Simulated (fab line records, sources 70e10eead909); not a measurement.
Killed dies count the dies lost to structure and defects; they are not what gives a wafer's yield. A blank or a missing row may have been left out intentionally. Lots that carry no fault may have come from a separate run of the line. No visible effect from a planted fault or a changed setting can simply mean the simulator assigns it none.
A lot that was struck, set against a sound lot + flow nand harc + 15 out of 1302 route steps
Sound: these wafers, L103.3, L103.5, L103.6. Wafers struck: L107.4, L107.5, L107.6. The cause is named last.
For every step that has rows: the tool of each side, followed by ch and its chambers, followed by its first start. Under that, the readings that differ: sound wafers + struck wafers + difference of the means + sigmas: that difference in standard deviations of wafers without a fault.
alike: words and numbers the same on both sides, and readings whose means are apart by under 2 such deviations; not compared: readings that were withheld, readings missing a value for some wafer, numbers with overlapping values and no deviation given by the record, and bounds like >300 which may hide the same value.
The two part at a step that has a row with sigmas, a row that says differs or no value, or rows on one side only. Numbers that don't overlap but have no deviation are shown without sigmas and don't part them. A reading that every wafer of one side lacks parts them only if that side has two wafers or more.

NHARC_A_M1_OVL_MEAS_10: pitch 240 nm.
  struck on overlay-01, day 27 16:20; sound on overlay-01, day 26 01:19
  alike: overlay x nm, overlay y nm
NHARC_A_M1_INSPECT_11:
  struck on defect inspect-02, day 27 16:23; sound on defect inspect-01, day 26 01:22
  alike: raw defect count
then, 1 step without rows for these wafers: NHARC_A_M1_DESCUM_14 (chemistry O2, time 3 s).
NHARC_A_M1_ETCH_35: etches the open film in N2/H2, target depth 40 nm, overetch 12 nm, time 43.94 s.
  sound on rie diel-11 ch 1,2,3, day 26 01:31; struck on rie diel-08 ch 1,2,3, day 27 16:33
  alike: drypump motor current A, mfc ar sccm, oes product au, rf vpp V, showerhead plenum p Torr, throttle valve pct
  not compared: rf hours counter h
then, 1 step without rows for these wafers: NHARC_A_M1_ETCH_15 (etches the open film in C4F8/Ar, target depth 182.5 nm, time 91.2 s).
NHARC_A_M1_CD_MEAS_16:
  struck on cd sem-03, day 27 16:46; sound on cd sem-01, day 26 01:44
  alike: cd nm
then, 1 step without rows for these wafers: NHARC_A_M1_STRIP_18 (strips in N2/H2).
NHARC_A_M1_ETCH_28: etches the open film in CF4/N2, target depth 30 nm, time 72.99 s.
  sound: rie diel-08 ch 0,1,3; struck: rie diel-11 ch 0,1,3
  alike: drypump motor current A, mfc ar sccm, oes product au, rf vpp V, showerhead plenum p Torr, throttle valve pct
  not compared: rf hours counter h
then, 1 step without rows for these wafers: NHARC_A_M1_STRIP_19 (strips in post etch residue remover, time 600 s).
NHARC_A_M1_DEGAS_29: time 60 s.
  struck on pvd sputter-01, day 27 17:28; sound on pvd sputter-02, day 26 02:27
  alike: heater power w
NHARC_A_M1_PRE_CLEAN_30: time 30 s.
  sound on pvd sputter-02; struck on pvd sputter-01
  alike: heater power w
NHARC_A_M1_PVD_20: deposits TaN, target thk 5 nm, time 8.06 s.
  sound on pvd sputter-02; struck on pvd sputter-01
  alike: bias v, cathode dc power W, throttle valve pct
NHARC_A_M1_PVD_21: deposits Cu, target thk 30 nm, time 20.49 s.
  struck on pvd sputter-01, day 27 17:44; sound on pvd sputter-02, day 26 02:42
  no value came back on the struck wafers for cathode dc power W (W), chamber pressure pa (Pa), throttle valve pct (%); on the sound wafers cathode dc power W (W) reads 5001.0 5000.1 5000.5
then, 1 step without rows for these wafers: NHARC_A_M1_ECD_22 (material Cu, target thk 400 nm).
NHARC_END_SORT_01:
  sound on prober-01 ch 0, day 27 16:19; struck on prober-01 ch 0, day 29 05:40
| reading                  | sound          | struck                                                               | difference                   | sigmas |
|--------------------------|----------------|----------------------------------------------------------------------|------------------------------|--------|
| hold                     | - - -          | await dispo/1.9h/scrap await dispo/1.9h/scrap await dispo/1.9h/scrap | no value on the sound wafers |        |
| defect limited yield (%) | 94.2 95.4 95.3 | 0 0 0                                                                | -95                          | -41    |
| killed at array          | 37 24 22       | 675 676 677                                                          | +648                         | +43    |
| killed dies              | 39 31 32       | 677 677 677                                                          | +643                         | +43    |
| sort_bin_2_pct (%)       | 1.8 1.5 1.5    | 97.5 96.3 95.9                                                       | +95.0                        | +95    |
| sort n pass              | 638 646 645    | 0 0 0                                                                | -643                         | -43    |
| sort rim yield pct (%)   | 91 95 92       | 0 0 0                                                                | -93                          | -20    |
| sort yield pct (%)       | 94.2 95.4 95.3 | 0 0 0                                                                | -95                          | -41    |
  alike: killed at other, killed at periphery, killed open, killed short, sort_bin_3_pct, sort_bin_4_pct

## WHERE THEY PART
Last at NHARC_END_SORT_01 as far as this record goes, first at NHARC_A_M1_PVD_21.

WHY: the cause the simulator had injected
Beginning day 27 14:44, the whole step at NHARC_A_M1_PVD_21 was skipped on pvd sputter-01. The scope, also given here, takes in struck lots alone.
